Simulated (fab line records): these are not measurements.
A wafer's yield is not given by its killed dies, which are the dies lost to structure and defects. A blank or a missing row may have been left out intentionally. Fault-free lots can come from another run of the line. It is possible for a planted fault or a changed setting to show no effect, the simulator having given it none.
fab line records ; flow n5Finfet
record: lots: 3; wafers: 8; lastDay: 18
route steps=1938 shown DUMMY_REMOVAL@377 HKMG_FIN@385 BEOL_M4@1111 PASSIVATION@1936
lots untouched by any fault: they come from a run of this same line in which no faults occurred
startH: hours from the record's first day to the start of the lot's first wafer shown ; waitH: hours since the lot's step before ; " repeats the value in the row above ; L1.1+2: a row that stands for several wafers ; - no value present, or no start provided ; * or withheld: withheld ; < > ~ a bound
route shown NAME@n: a module of which the file shows steps, and the number in the route of the first ; usual: the fault-free wafers' mean and standard deviation ; same: alike in all rows ; chamber/n: place in a boat ; sites: per-site readings ; _std_site: standard deviation of those values ; _edge_site: mean of outer sites minus mean of inner sites ; radiusMm: for every site, how far away it sits from the centre of the wafer ; mask NAME#n: copy n ; behind: the tool/chamber that last shaped the wafer ; hold: cause of the lot's hold/its duration in hours/its outcome ; device: the transistor (n, p or np) that didn't switch ; end of line: the tests these same wafers got at the end of their route ; a step with no rows: only its recipe ; killed: dies lost to structure and defects at the first sort, not the wafer's yield ; map: per-die view of a wafer (x killed, . not killed, _ where there is no die)
set.NAME: the setting the step ran with; set.NAME@STEP: the setting that earlier step ran with ; model.NAME: the simulator's own value behind a step, which no gauge read
lots at some steps of the route; a table a step, a row a wafer
services: from which hour (startH, from the record's first day; less than 0 if before it) a tool's chamber was out of use, for how many hours, and why
== steps ==
step: N5_DUMMY_REMOVAL_HM_STRIP_01
recipe: chemistry: CH3F/O2; material: SiNx; targetDepthA: 40; stopOn: poly-Si; timeS: 6.8; overEtchFrac: 0.3; ionEnergyEv: 60; powerW: 410; biasW: 29; Ar_flow_sccm: 150; CH3F_flow_sccm: 30; O2_flow_sccm: 20
step: N5_DUMMY_REMOVAL_STRIP_10
recipe: chemistry: N2/H2; timeS: 40; powerW: 100; tempC: 40; pressureMtorr: 100; rfFrequencyHz: 6e+07; biasPowerW: 3; n2FlowSccm: 300; h2FlowSccm: 300
step: N5_DUMMY_REMOVAL_PRECLEAN_07
recipe: chemistry: dHF; timeS: 30; tempC: 25; dilution: withheld
step: N5_DUMMY_REMOVAL_DUMMY_REMOVE_02
recipe: chemistry: TMAH; tempC: 70; target: poly-Si; stopOn: SiO2; targetDepthNm: 142; concWtPct: 5; timeS: 57; dry: ipaMarangoni; rinseTimeS: 30; rinseTempC: 23
step: N5_DUMMY_REMOVAL_PRECLEAN_08
recipe: chemistry: NF3:NH3; afsCycles: 2; tempC: 30; timeS: 20; sublimationTempC: 180; sublimationTimeS: 60; pressureTorr: 3; rfPowerW: 30
step: N5_DUMMY_REMOVAL_PRECLEAN_04
recipe: chemistry: DHF; timeS: 37; tempC: 25; dilution: 500:1
step: N5_DUMMY_REMOVAL_SRD_05
recipe: dry: ipaMarangoni; doPpb: 5; timeS: 30; tempC: 23; rinseLiquid: diw
step: N5_HKMG_FIN_IL_REGROW_00
recipe: material: SiO2; targetThkA: 7.5; chemistry: O3; tempC: withheld; timeS: 30
step: N5_HKMG_FIN_HK_ALD_01
recipe: material: HfO2; targetThkA: 16; tempC: withheld; aldPrecursorFamily: HfCl4; aldCoReactant: H2O; pulseTimeS: 3; purgeTimeS: 3; coReactantPurgeTimeS: 2.5; coReactantPulseTimeS: 0.3; aldCycles: 30
step: N5_HKMG_FIN_HK_ANNEAL_02
recipe: tempC: 700; timeS: 30; ambient: N2; idleTempC: 600; rampUpCPerS: 150; rampDownCPerS: 60; coolToC: 600
step: N5_HKMG_FIN_ALD_74
recipe: material: La2O3; targetThkA: 5; tempC: 250; aldPrecursorFamily: La-Cp; aldCoReactant: O3; pulseTimeS: 6; coReactantPulseTimeS: 1; purgeTimeS: 3; coReactantPurgeTimeS: 3
step: N5_HKMG_FIN_ALD_75
recipe: material: Al2O3; targetThkA: 10; tempC: 150; aldPrecursorFamily: TMA; aldCoReactant: H2O; pulseTimeS: withheld; coReactantPulseTimeS: 1
usual: heaterPowerW: 148/18; precursorPulseHeightRel: 0.999/0.019
lot.wafer;tool;chamber;startH;waitH;heaterPowerW;precursorPulseHeightRel;model.Al2O3_of_HKMG_FIN_ALD_75.thkNm
L874.1;aldHk-01;0;106.18;0.0;141;0.989;1
L874.5;aldHk-01;0;106.18;0.0;140;1.010;1
L874.6;aldHk-01;3;106.18;0.0;162;1.010;1
L881.1;aldHk-01;2;142.86;0.0;183;0.986;0.4
L881.6;aldHk-01;0;142.86;0.0;143;1.006;1
L886.3;aldHk-02;0;170.98;0.0;153;0.995;1
L886.5;aldHk-02;0;170.98;0.0;153;0.998;1
L886.6;aldHk-02;3;170.98;0.0;148;0.989;1
step: N5_HKMG_FIN_COAT_41
recipe: resist: SOC; tempC: 250; timeS: 60; spinRpm: 1500; resistThkNm: 300
step: N5_HKMG_FIN_COAT_42
recipe: resist: SiARC; tempC: 220; timeS: 60; spinRpm: 1500; resistThkNm: 35
step: N5_HKMG_FIN_COAT_43
recipe: resist: CAR-ArF; spinRpm: 1500; resistThkNm: 90
step: N5_HKMG_FIN_EBR_45
recipe: solvent: PGMEA; ebrWidthMm: 1.5
step: N5_HKMG_FIN_SOFTBAKE_44
recipe: tempC: 110; timeS: 60; resist: CAR-ArF
step: N5_HKMG_FIN_EXPOSE_46
recipe: maskId: NDIPOLE; na: 1.35; sourceShape: conventional; sigmaOuter: 0.8; polarization: unpolarized; doseMj: 40
step: N5_HKMG_FIN_PEB_47
recipe: pebTempC: withheld; pebTimeS: 60; resist: CAR-ArF
step: N5_HKMG_FIN_DEVELOP_48
recipe: developTimeS: 30; developer: TMAH; resist: CAR-ArF; rinseLiquid: diw; dry: airSpin; devTempC: 23
step: N5_HKMG_FIN_DESCUM_53
recipe: chemistry: O2; timeS: 7.9; sourcePowerW: 50; biasPowerW: 20; pressureMtorr: 20; rfFrequencyHz: 2.712e+07; tempC: 40; resist: CAR-ArF; o2FlowSccm: 225
step: N5_HKMG_FIN_ETCH_54
recipe: chemistry: CF4; target: SiARC; targetDepthA: 455; maskMaterial: CAR-ArF; timeS: 75.8; ionEnergyEv: 80; pressureMtorr: 40; sourceW: 545; biasW: 36; Ar_flow_sccm: 100; cf4FlowSccm: 100; ends: cleared
step: N5_HKMG_FIN_ETCH_55
recipe: chemistry: N2/H2; target: SOC; targetDepthA: 2400; tempC: 40; timeS: 300; ionEnergyEv: 200; maskMaterial: SiARC; pressureMtorr: 30; sourceW: 840; biasW: 150; n2FlowSccm: 200; h2FlowSccm: 200
step: N5_HKMG_FIN_STRIP_56
recipe: chemistry: N2/H2; tempC: 40; n2FlowSccm: 200; h2FlowSccm: 200; rfFrequencyHz: 6e+07
step: N5_HKMG_FIN_STRIP_57
recipe: chemistry: CF4; resist: SiARC; powerW: 300; biasPowerW: 75; pressureMtorr: 50; cf4FlowSccm: 150; rfFrequencyHz: 6e+07
step: N5_HKMG_FIN_ETCH_58
recipe: chemistry: N2/H2; target: SOC; targetDepthA: 2158; ionEnergyEv: 50; biasW: 13; timeS: 741; pressureMtorr: 30; sourceW: 875; n2FlowSccm: 200; h2FlowSccm: 200
step: N5_HKMG_FIN_STRIP_93
recipe: chemistry: N2/H2; material: SOC; timeS: 20; powerW: 500; tempC: 40; pressureMtorr: 50; rfFrequencyHz: 6e+07; biasPowerW: 8; h2Frac: 0.5; n2FlowSccm: 300; h2FlowSccm: 300
step: N5_HKMG_FIN_WET_ETCH_76
recipe: chemistry: dNH4OH; mix: 1:50; tempC: 25; target: Al2O3; stopOn: La2O3; targetDepthNm: 2.25; dry: ipaMarangoni; rinseTimeS: 30; rinseTempC: 23
step: N5_HKMG_FIN_STRIP_60
recipe: chemistry: N2/H2; powerW: 2500; tempC: 300; h2Frac: 0.65; timeS: 360; pressureMtorr: withheld; n2FlowSccm: 1750; h2FlowSccm: 3250
step: N5_HKMG_FIN_WET_ETCH_77
recipe: chemistry: dHCl; mix: 1:10000; tempC: 25; target: La2O3; stopOn: HfO2; targetDepthNm: 2
usual: tempC: 24.99/0.1
lot.wafer;tool;chamber;startH;waitH;tempC;model.Al2O3_of_HKMG_FIN_ALD_75.thkNm
L874.1;wetBench-02;2;107.99;0.3;24.97;1
L874.5;wetBench-02;6;107.99;0.3;24.94;1
L874.6;wetBench-02;4;107.99;0.3;25.02;1
L881.1;wetBench-06;3;144.56;0.3;24.95;0.4
L881.6;wetBench-06;5;144.56;0.3;24.93;1
L886.3;wetBench-05;2;172.84;0.2;25.08;1
L886.5;wetBench-05;7;172.84;0.2;24.93;1
L886.6;wetBench-05;0;172.84;0.2;24.96;1
step: N5_HKMG_FIN_WET_ETCH_78
recipe: chemistry: dNH4OH; mix: 1:50; tempC: 25; target: Al2O3; stopOn: La2O3; targetDepthNm: 4.5; dry: ipaMarangoni; rinseTimeS: 30; rinseTempC: 23
step: N5_HKMG_FIN_ALD_79
recipe: material: TiN; targetThkA: 15; tempC: 400; aldPrecursorFamily: TiCl4; aldCoReactant: NH3; pulseTimeS: 1; purgeTimeS: 3; coReactantPurgeTimeS: 2; coReactantPulseTimeS: 2; aldCycles: 68; pressureTorr: 3
step: N5_HKMG_FIN_CVD_62
recipe: material: a-Si; targetThkA: 30; tempC: 500; precursor: Si2H6; pressureTorr: 1; timeS: 20.8
step: N5_HKMG_FIN_RTA_80
recipe: tempC: withheld; timeS: 2; ambient: N2; idleTempC: 600; rampUpCPerS: 150; rampDownCPerS: 60; coolToC: 600
step: N5_HKMG_FIN_PRECLEAN_64
recipe: chemistry: dHF; timeS: 30; tempC: 25; dilution: withheld
step: N5_HKMG_FIN_WET_ETCH_65
recipe: chemistry: TMAH; tempC: 70; concWtPct: 5; target: a-Si; stopOn: TiN; timeS: 49; targetDepthNm: 3
step: N5_HKMG_FIN_WET_ETCH_81
recipe: chemistry: SC1; target: TiN; stopOn: HfO2; mix: 1:1:5; tempC: 60; timeS: 57; targetDepthNm: 6
step: N5_HKMG_FIN_WET_ETCH_82
recipe: chemistry: dHCl; mix: 1:10000; tempC: 25; target: La2O3; stopOn: HfO2; targetDepthNm: 2; dry: ipaMarangoni; rinseTimeS: 30; rinseTempC: 23
step: N5_BEOL_M4_RC_MEAS_101
usual: DIBL_N: 37.1/2.6; DIBL_P: 38/3; IOFF_N: 0.18/0.052; IOFF_P: 0.25/0.06; ION_N: 678/15; ION_P: 467/8.6; SS_N: 71.7/0.73; SS_P: 73.7/0.89; VT_N: 249/4.3; VT_P: -248/3.8
lot.wafer;tool;chamber;startH;waitH;DIBL_N[mV/V];DIBL_P[mV/V];IOFF_N[nA/um];IOFF_P[nA/um];ION_N[uA/um];ION_P[uA/um];SS_N[mV/dec];SS_P[mV/dec];VT_N[mV];VT_P[mV]
L874.1;prober-02;0;272.96;0.0;36.6;38;0.17;0.27;669;466;71.8;73.7;250;-247
L874.5;prober-02;0;272.96;0.0;31.1;30;0.09;0.16;638;451;71.0;71.6;261;-254
L874.6;prober-02;0;272.96;0.0;35.8;35;0.15;0.22;666;465;71.7;73.3;252;-250
L881.1;prober-02;0;300.21;0.0;42.1;43;0.31;0.40;700;476;73.5;74.7;243;-240
L881.6;prober-02;0;300.21;0.0;34.3;35;0.14;0.21;663;462;70.7;72.8;251;-247
L886.3;prober-02;0;327.20;0.3;38.7;40;0.19;0.30;681;474;71.1;74.3;249;-244
L886.5;prober-02;0;327.20;0.3;37.3;37;0.18;0.26;690;473;71.5;73.5;248;-243
L886.6;prober-02;0;327.20;0.3;40.8;43;0.24;0.39;687;477;72.3;74.8;243;-239
step: N5_PASSIVATION_PROBE_49
usual: defectLimitedYield: 91.4/1.4; killed_at_M0_to_M3: 34/9.1; killed_at_M4_up: 14/5.2; killedAtContacts: 12/6.4; killedAtFrontEnd: 38/11; killedAtOther: 3.7/2.8; killedDies: 102/17; killedOpen: 68/13; killedShort: 32/7.8; sort_bin_4_leakage: 0.05/0.3; sort_bin_5_function: 5.1/1; sort_bin_6_memory: 3.2/0.66; sort_bin_8_speed: 0.1/0.92; sortNPass: 1076/19; sortYieldPct: 91.2/1.6
same: grossDies: 1180; killedAtBackSide: 0
lot.wafer;tool;chamber;startH;waitH;defectLimitedYield[%];killed_at_M0_to_M3;killed_at_M4_up;killedAtContacts;killedAtFrontEnd;killedAtOther;killedDies;killedOpen;killedShort;sort_bin_4_leakage[%];sort_bin_5_function[%];sort_bin_6_memory[%];sort_bin_8_speed[%];sortNPass;sortYieldPct[%]
L881.1;prober-01;-;405.24;0.0;90.6;39;11;9;50;2;111;75;34;1.53;5.4;3.9;0;1051;89.1
killed by level:class
L881.1 FIN_SAQP:geometricParticle:open=14 FIN_SAQP:geometricParticle:short=9 MOL_CONTACT_COAG:geometricParticle:open=8 BEOL_M0_SAQP:geometricParticle:open=8 BEOL_M0_SAQP:geometricParticle:short=8 BEOL_M1:geometricParticle:open=8 BEOL_M2:geometricParticle:open=6 GATE_CUT:geometricParticle:open=5
map L881.6 (x killed, . not)
_________________..........x.________________
______________.................._____________
___________.............x.......xx.__________
__________....x....................._________
________.x.x.x..............x........._______
_______...........x....x...............______
______xx......x.........x..............._____
_____.....x.................x.....x......____
____............x..............xx.....xx..___
___x....................xx..xx..x..........__
___..x........x............x..........x.x..__
__.......x....x............x...x...x.......x_
__......x..............x...................._
_......x.......................x.........x...
_.......x..........x..x.x....................
_.....xx...x......xx....x....................
_....................x.......................
_........x........x...x..x...x...............
_.............x....x.........x...xx..........
_......x.......x.................x..x........
_.......x.................x.............xxx..
__..x......................x.......x........_
__......x.x.x................x.............._
___...............x...x.............x.....x__
___x........x...x.....x....x...............__
____.........xx.......x.........x.........___
_____.x.....x......x......x..............____
______........x.......x...........xx...._____
_______x.....x.............x...........______
________...x...x.x......x..........x.._______
__________..x.............x........._________
___________...........x............__________
______________.....xx..........._____________
_________________....x......x________________
map L874.1 (x killed, . not)
_________________............________________
______________...........x......_____________
___________.x....x..x..............__________
__________.....x...x..............x._________
________...............x...x..x.....x._______
_______..x.......x.xx...........x.x...x______
______......................x..........._____
_____....x..x..x.....x.............x.....____
____.............................xx.......___
___........x......................x........__
___..............x.....................x...__
__x.......x..x............x...x............._
__.......x....x...........x.x.........x....x_
_...........x......................x....x...x
_x...................xx............x.........
_........x..........x....x.x....x............
_............................................
_....xx................x..........x..........
_.............x......x.......................
_........x..xx......x...x.....x..............
_..................x.........................
__...................x......................_
__..................x........x......x......._
___.x.....x...........x.x....x.............__
___..x..........xx............x.........x.x__
____.....................x.....x..x.......___
_____.............................x.x....____
______.................x..x...x........._____
_______...........x....x...............______
________.x.......x...................._______
__________...............x..x......._________
___________....................x...__________
______________...........x......_____________
_________________.....x......________________
== services ==
tool;chamber;startH;hours;kind
aldHk-02;-;112.34;6.0;pm
wetBench-06;-;141.04;3.0;repair
== key ==
firstSign: step: N5_PASSIVATION_PROBE_49; reading: sort_bin_4_leakage; direction: up; sigmas: 5; usual: 0.05; struck: 1.53
effect none on later readings
modelEffect: step: N5_HKMG_FIN_ALD_75; value: Al2O3_of_HKMG_FIN_ALD_75.thkNm; without: 1; struck: 0.4
modelEffect: step: N5_HKMG_FIN_WET_ETCH_77; value: Al2O3_of_HKMG_FIN_ALD_75.thkNm; without: 1; struck: 0.4
metAt N5_HKMG_FIN_ALD_75
struckWafers L881.1
onsetBetween 106.18 142.86
fault: kind: processParameterDrift; tool: aldHk-01; chamber: -; onsetH: 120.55; steps: N5_HKMG_FIN_ALD_75; channel: targetThkA; offset: *; shape: step; endH: 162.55; scope: struckWafersOnly; actsIn: *; stated: *
